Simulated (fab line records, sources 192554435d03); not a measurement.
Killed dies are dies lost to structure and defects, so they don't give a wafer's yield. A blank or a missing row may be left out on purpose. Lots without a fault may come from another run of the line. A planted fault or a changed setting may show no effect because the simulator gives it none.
Split-lot experiment | flow n5_finfet | 7 lots, 21 wafers read, on a route of 1938 steps

THE SPLIT
At N5_BEOL_M6_ETCH_62 (etches SOC in N2/H2, target depth 110 nm, overetch 22 nm, time 165 s), the setting bias_w was moved away from the recipe's 150 W on 7 of the 21 wafers read, by -13.8% to +17.9%. The other wafers ran this setting at the recipe's value.

The reading is taken at the split's own step.

THE READING
rf_vpp_V, in V, at N5_BEOL_M6_ETCH_62 (etches SOC in N2/H2, target depth 110 nm, overetch 22 nm, time 165 s). Fault-free wafers of this fab line usually give 524.3 V, standard deviation 2.7 V.

wafer  | tool, chamber at the split | bias_w as run, W | against the recipe | rf_vpp_V, V | against lot-mates on the recipe
L074.1 | rie_diel-03, 1             | 176.7            | +17.8%             | 581.9       | +58.2
L074.4 | rie_diel-03, 3             | 150              | recipe             | 523.7       | -
L074.6 | rie_diel-03, 3             | 176.7            | +17.8%             | 582.7       | +59.0
L077.1 | rie_diel-04, 1             | 150              | recipe             | 526.4       | -
L077.3 | rie_diel-04, 0             | 150              | recipe             | 528.2       | -
L077.5 | rie_diel-04, 1             | 143.2            | -4.5%              | 511.0       | -16.3
L079.1 | rie_diel-04, 3             | 150              | recipe             | 521.4       | -
L079.3 | rie_diel-04, 0             | 150              | recipe             | 528.2       | -
L079.4 | rie_diel-04, 3             | 150              | recipe             | 522.2       | -
L081.1 | rie_diel-04, 0             | 150              | recipe             | 527.3       | -
L081.3 | rie_diel-04, 1             | 150              | recipe             | 525.8       | -
L081.6 | rie_diel-04, 0             | 160.2            | +6.8%              | 550.9       | +24.4
L087.1 | rie_diel-03, 3             | 129.3            | -13.8%             | 478.0       | -44.1
L087.2 | rie_diel-03, 2             | 150              | recipe             | 522.4       | -
L087.3 | rie_diel-03, 0             | 150              | recipe             | 521.9       | -
L088.2 | rie_diel-02, 2             | 150              | recipe             | 519.7       | -
L088.3 | rie_diel-02, 1             | 150              | recipe             | 528.0       | -
L088.6 | rie_diel-02, 0             | 150              | recipe             | 524.7       | -
L092.1 | rie_diel-02, 0             | 176.9            | +17.9%             | 581.7       | +56.2
L092.5 | rie_diel-02, 3             | 150              | recipe             | 525.5       | -
L092.6 | rie_diel-02, 0             | 176.9            | +17.9%             | 580.2       | +54.7

THE FIT
A straight line over all 21 wafers: rf_vpp_V changes by +3.23 V for each +1% of bias_w; r = +1.00; the points scatter about the line by 2.7 V.
The same after taking each lot's own level away (the mean of its wafers on the recipe; 21 wafers): +3.21 V for each +1%; r = +1.00; scatter 2.2 V.
On that fit, the largest move of bias_w shifts the reading by 58 V.
The lots' own levels span 522.15 to 527.30 V, that is 1.9 times the standard deviation above.
So the lot-to-lot level changes the slope little: the two slopes agree.
Check: with one of the wafers moved furthest among these (+17.9%) left out of the fit, the line predicts +57.9 V for it against its lot-mates. It came out at +56.2 V against them.
Tool readings at the split's step, against how far the setting was moved: rf_vpp_V r = +1.00.

OTHER SPLITS ON THESE WAFERS
These wafers also went through other splits before the reading. Each is held against what the fit with the lots' levels taken away leaves over:
other split on the same wafers    | wafers away from the commonest value | r with rf_vpp_V (lot level and that fit taken away)
N5_BEOL_M4_COAT_73 spin_rpm       | 6                                    | -0.01
N5_BEOL_M5_HM_DEP_02 target_thk_a | 3                                    | -0.13
N5_BEOL_M5_COAT_71 spin_rpm       | 6                                    | -0.29
N5_BEOL_M5_ETCH_41 source_w       | 9                                    | -0.16
N5_BEOL_M6_COAT_05 spin_rpm       | 7                                    | +0.02

THE WHOLE CHAIN: every reading that the file lists as answering this split, in the file's order
step               | what it does                                                         | reading                                                                          | change (the file's fit)               | r (the file's)
N5_BEOL_M6_ETCH_62 | etches SOC in N2/H2, target depth 110 nm, overetch 22 nm, time 165 s | rf_vpp_V                                                                         | +3.22 V for each +1% of the setting   | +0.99
N5_BEOL_M6_ETCH_62 | etches SOC in N2/H2, target depth 110 nm, overetch 22 nm, time 165 s | SiARC_of_BEOL_M6_COAT_60.thk_nm (the simulator's own value, which no gauge read) | -0.104 nm for each +1% of the setting | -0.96

THE FILE'S OWN FIT
rf_vpp_V changes by +3.22 V for each +1% of bias_w, r = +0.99.
